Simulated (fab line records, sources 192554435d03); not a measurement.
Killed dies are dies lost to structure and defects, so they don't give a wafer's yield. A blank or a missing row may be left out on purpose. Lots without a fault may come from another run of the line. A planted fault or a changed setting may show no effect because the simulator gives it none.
A struck lot beside a sound one | flow n5_finfet | 15 steps out of a route of 1938
Sound: wafers L410.3, L410.4. Struck: wafer L423.4. (L423.2, L423.6 of the same lot were not struck and are left out.) The cause comes at the end.
At each step with rows: each side's tool, then ch and its chambers, then its first start. Under that, the readings that differ: sound wafers | struck wafers | difference of the means | sigmas: that difference in standard deviations of wafers without a fault.
alike: readings whose means differ by less than 2 such deviations, and words and numbers that are the same on both sides. not compared: withheld readings, readings that some wafer has no value for, bounds like >300 that may hide the same value, and numbers for which the record gives no deviation and whose values overlap.
The two part at a step that has a row with sigmas, a row that says differs or no value, or rows on one side only. Numbers that don't overlap but have no deviation are shown without sigmas and don't part them. A reading that every wafer of one side lacks parts them only if that side has two wafers or more.

first, 1 step without rows for these wafers: N5_BEOL_M2_DEVELOP_27 (develop time 30 s).
N5_BEOL_M2_CD_MEAS_28: target cd 26.2 nm, target cd y 24.1 nm.
  sound on cd_sem-03 ch 0, day 7 18:35; struck on cd_sem-01 ch 0, day 11 06:10
  alike: cd_nm
N5_BEOL_M2_OVL_MEAS_29:
  sound on overlay-01 ch 0, day 7 18:37; struck on overlay-01 ch 0, day 11 06:12
  alike: V1_OVL
N5_BEOL_M2_INSPECT_30: inspects for defects (brightfield).
  sound on defect_inspect-02, day 7 18:40; struck on defect_inspect-01, day 11 06:16
  alike: raw_defect_count
N5_BEOL_M2_DESCUM_33: chemistry O2, time 7 s.
  sound on rie_diel-02 ch 0,2, day 7 18:42; struck on rie_diel-05 ch 2, day 11 06:19
  reading                | sound  | struck | difference | sigmas
  rf_hours_counter_h (h) | 222 40 | 239    | +108       |
  alike: drypump_motor_current_A, oes_product_au, rf_vpp_V, showerhead_plenum_p_Torr, throttle_valve_pct
N5_BEOL_M2_ETCH_77: etches underlayer in N2/H2, target depth 6.5 nm, time 5.2 s.
  sound on rie_diel-02 ch 0,2, day 7 18:44; struck on rie_diel-05 ch 2, day 11 06:21
  reading                | sound     | struck | difference | sigmas
  etch_rf_on_time_s (s)  | 5.16 5.16 | 5.46   | +0.30      | +3
  rf_hours_counter_h (h) | 222 40    | 239    | +108       |
  alike: bias_w, drypump_motor_current_A, oes_product_au, rf_fwd_power_W, rf_vpp_V, showerhead_plenum_p_Torr, throttle_valve_pct
N5_BEOL_M2_ETCH_69: etches SiARC in CF4, target depth 15.6 nm, time 26 s.
  sound on rie_diel-02 ch 0,2, day 7 18:45; struck on rie_diel-05 ch 2, day 11 06:22
  reading                | sound     | struck | difference | sigmas
  etch_rf_on_time_s (s)  | 26.2 25.8 | 27.3   | +1.3       | +2
  rf_hours_counter_h (h) | 222 40    | 239    | +108       |
  alike: bias_w, drypump_motor_current_A, oes_product_au, rf_fwd_power_W, rf_vpp_V, showerhead_plenum_p_Torr, throttle_valve_pct
then, 1 step without rows for these wafers: N5_BEOL_M2_ALD_98 (deposits SiO2, target thk 2.5 nm, pulse time 1 s, co reactant pulse time 1 s).
N5_BEOL_M2_ETCHBACK_99: etches SiO2 in CHF3, target depth 5 nm, time 10.4 s.
  sound on rie_diel-06 ch 1,2, day 8 21:34; struck on rie_diel-05 ch 3, day 11 11:59
  alike: CHF3_flow_sccm, bias_w, drypump_motor_current_A, oes_product_au, rf_vpp_V, showerhead_plenum_p_Torr, throttle_valve_pct
  not compared: rf_hours_counter_h
N5_BEOL_M2_ETCH_70: etches SOC in N2/H2, target depth 80 nm, overetch 24 nm, time 130 s.
  sound on rie_diel-06 ch 1,2, day 8 21:35; struck on rie_diel-05 ch 3, day 11 12:01
  alike: bias_w, drypump_motor_current_A, oes_product_au, rf_fwd_power_W, rf_vpp_V, showerhead_plenum_p_Torr, throttle_valve_pct
  not compared: rf_hours_counter_h
then, 2 steps without rows for these wafers: N5_BEOL_M2_STRIP_71 (strips in N2/H2); N5_BEOL_M2_STRIP_78 (strips in N2/H2).
N5_BEOL_M2_VIA_ETCH_34: etches the open film in C4F6/O2, target depth 69.4 nm, time 65.9 s.
  sound on rie_diel-06 ch 1,2, day 8 21:42; struck on rie_diel-05 ch 3, day 11 12:08
  reading                                  | sound       | struck | difference | sigmas
  rf_fwd_power_W (W)                       | 346.8 345.7 | 260.3  | -85.9      | -61
  rf_vpp_V (V)                             | 661 689     | 744    | +69        | +7
  model.etch.depth_nm (nm)                 | 69.96 68.73 | 63.63  | -5.71      |
  model.SOC_of_BEOL_M2_COAT_67.thk_nm (nm) | 52 51.8     | 52.6   | +0.7       |
  alike: bias_w, drypump_motor_current_A, oes_product_au, showerhead_plenum_p_Torr, throttle_valve_pct
  not compared: rf_hours_counter_h
then, 1 step without rows for these wafers: N5_BEOL_M2_STRIP_83 (strips in C4F6/O2).
-- the record jumps here: 2 days lie between the struck wafers' starts before and after (it left off in module BEOL_M2 and takes up again in module BEOL_M4, whose first step shown is number 1111 of the route) --
N5_BEOL_M4_RC_MEAS_101:
  sound on prober-01 ch 0, day 9 22:58; struck on prober-01 ch 0, day 13 14:06
  alike: DIBL_N, DIBL_P, IOFF_N, IOFF_P, ION_N, ION_P, SS_N, SS_P, VT_N, VT_P

WHERE THEY PART
First at N5_BEOL_M2_ETCH_77; last, within this record, at N5_BEOL_M2_VIA_ETCH_34. Later steps at which nothing parts them and some readings are alike: N5_BEOL_M4_RC_MEAS_101.

WHY: what the simulator had put in
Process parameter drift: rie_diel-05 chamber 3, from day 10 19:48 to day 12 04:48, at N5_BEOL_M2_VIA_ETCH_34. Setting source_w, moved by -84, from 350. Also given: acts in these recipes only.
